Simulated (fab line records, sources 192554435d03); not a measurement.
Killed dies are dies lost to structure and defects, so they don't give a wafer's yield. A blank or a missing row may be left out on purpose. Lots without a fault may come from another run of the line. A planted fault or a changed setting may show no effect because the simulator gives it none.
Split-lot experiment | flow n5_finfet | 7 lots, 21 wafers read, on a route of 1938 steps

THE SPLIT
At N5_BEOL_M1_ETCH_64 (etches SOC in N2/H2, target depth 75 nm, overetch 15 nm, time 112.5 s), the setting time_s was moved away from the recipe's 112.5 s on 7 of the 21 wafers read, by -18.9% to +15.0%. The other wafers ran this setting at the recipe's value.

The reading is taken at the split's own step.

THE READING
SiARC_of_BEOL_M1_COAT_62.thk_nm (the simulator's own value, which no gauge read), in nm, at N5_BEOL_M1_ETCH_64 (etches SOC in N2/H2, target depth 75 nm, overetch 15 nm, time 112.5 s). The file gives no usual value for it. The 14 wafers here that ran the recipe average 6.8 nm, standard deviation 0.16 nm.

wafer  | tool, chamber at the split | time_s as run, s | against the recipe | SiARC_of_BEOL_M1_COAT_62.thk_nm, nm | against lot-mates on the recipe
L074.1 | rie_diel-06, 3             | 112.5            | recipe             | 6.8                                 | -
L074.4 | rie_diel-06, 1             | 112.5            | recipe             | 6.6                                 | -
L074.5 | rie_diel-06, 2             | 129.4            | +15.0%             | 6                                   | -0.7
L080.1 | rie_diel-06, 2             | 112.5            | recipe             | 6.8                                 | -
L080.3 | rie_diel-06, 0,1           | 112.5            | recipe             | 6.6                                 | -
L080.6 | rie_diel-06, 0,1           | 112.5            | recipe             | 6.6                                 | -
L084.1 | rie_diel-06, 2             | 112.5            | recipe             | 6.8                                 | -
L084.2 | rie_diel-06, 3             | 91.19            | -18.9%             | 7.8                                 | +1.0
L084.3 | rie_diel-06, 0             | 91.19            | -18.9%             | 7.6                                 | +0.8
L087.2 | rie_diel-03, 0             | 126.2            | +12.2%             | 6.4                                 | -0.4
L087.3 | rie_diel-03, 2             | 126.2            | +12.2%             | 6.2                                 | -0.6
L087.6 | rie_diel-03, 2             | 112.5            | recipe             | 6.8                                 | -
L091.1 | rie_diel-06, 3             | 126.1            | +12.1%             | 6.2                                 | -0.4
L091.4 | rie_diel-06, 0,1           | 112.5            | recipe             | 6.6                                 | -
L091.5 | rie_diel-06, 0,1           | 112.5            | recipe             | 6.6                                 | -
L094.1 | rie_diel-01, 1             | 123.2            | +9.5%              | 6.4                                 | -0.5
L094.3 | rie_diel-01, 0             | 112.5            | recipe             | 6.8                                 | -
L094.5 | rie_diel-01, 2             | 112.5            | recipe             | 7                                   | -
L095.3 | rie_diel-03, 0,1,0         | 112.5            | recipe             | 7                                   | -
L095.4 | rie_diel-03, 0,1,0         | 112.5            | recipe             | 7                                   | -
L095.6 | rie_diel-03, 0,1,0         | 112.5            | recipe             | 7                                   | -
Where a row lists several chambers, the file gives one row for several wafers and doesn't say which wafer went through which chamber.

THE FIT
A straight line over all 21 wafers: SiARC_of_BEOL_M1_COAT_62.thk_nm changes by -0.0469 nm for each +1% of time_s; r = -0.94; the points scatter about the line by 0.15 nm.
The same after taking each lot's own level away (the mean of its wafers on the recipe; 21 wafers): -0.0451 nm for each +1%; r = -0.98; scatter 0.086 nm.
On that fit, the largest move of time_s shifts the reading by 0.86 nm.
The lots' own levels span 6.60 to 7.00 nm, that is 2.5 times the standard deviation above.
So the lot-to-lot level changes the slope little: the two slopes agree.
Check: with one of the wafers moved furthest among these (-18.9%) left out of the fit, the line predicts +0.803 nm for it against its lot-mates. It came out at +1 nm against them.

OTHER SPLITS ON THESE WAFERS
These wafers also went through other splits before the reading. Each is held against what the fit with the lots' levels taken away leaves over:
other split on the same wafers          | wafers away from the commonest value | r with SiARC_of_BEOL_M1_COAT_62.thk_nm (lot level and that fit taken away)
N5_SDB_COAT_05 spin_rpm                 | 8                                    | -0.05
N5_HKMG_FIN_ETCH_55 time_s              | 7                                    | -0.37
N5_GATE_CUT_COAT_27 spin_rpm            | 8                                    | +0.33
N5_MOL_CONTACT_COAG_VIA_ETCH_117 bias_w | 7                                    | +0.10
N5_BEOL_M0_SAQP_ETCH_106 target_depth_a | 8                                    | -0.27
N5_BEOL_M0_SAQP_ETCH_107 bias_w         | 10                                   | +0.04
N5_BEOL_M1_COAT_05 spin_rpm             | 9                                    | -0.30

THE WHOLE CHAIN: every reading that the file lists as answering this split, in the file's order
step                  | what it does                                                          | reading                                                                          | change (the file's fit)                                                             | r (the file's)
N5_BEOL_M1_ETCH_64    | etches SOC in N2/H2, target depth 75 nm, overetch 15 nm, time 112.5 s | SiARC_of_BEOL_M1_COAT_62.thk_nm (the simulator's own value, which no gauge read) | -0.0446 nm for each +1% of the setting                                              | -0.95
N5_BEOL_M1_HM_OPEN_17 | chemistry Cl2/BCl3, target TiN, target depth 20 nm, overetch 6 nm     | etch.depth_nm (the simulator's own value, which no gauge read)                   | not straight: 19.76 at the lowest setting, 19.8 at the recipe, 18.08 at the highest | not given

THE FILE'S OWN FIT
SiARC_of_BEOL_M1_COAT_62.thk_nm changes by -0.0446 nm for each +1% of time_s, r = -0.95.
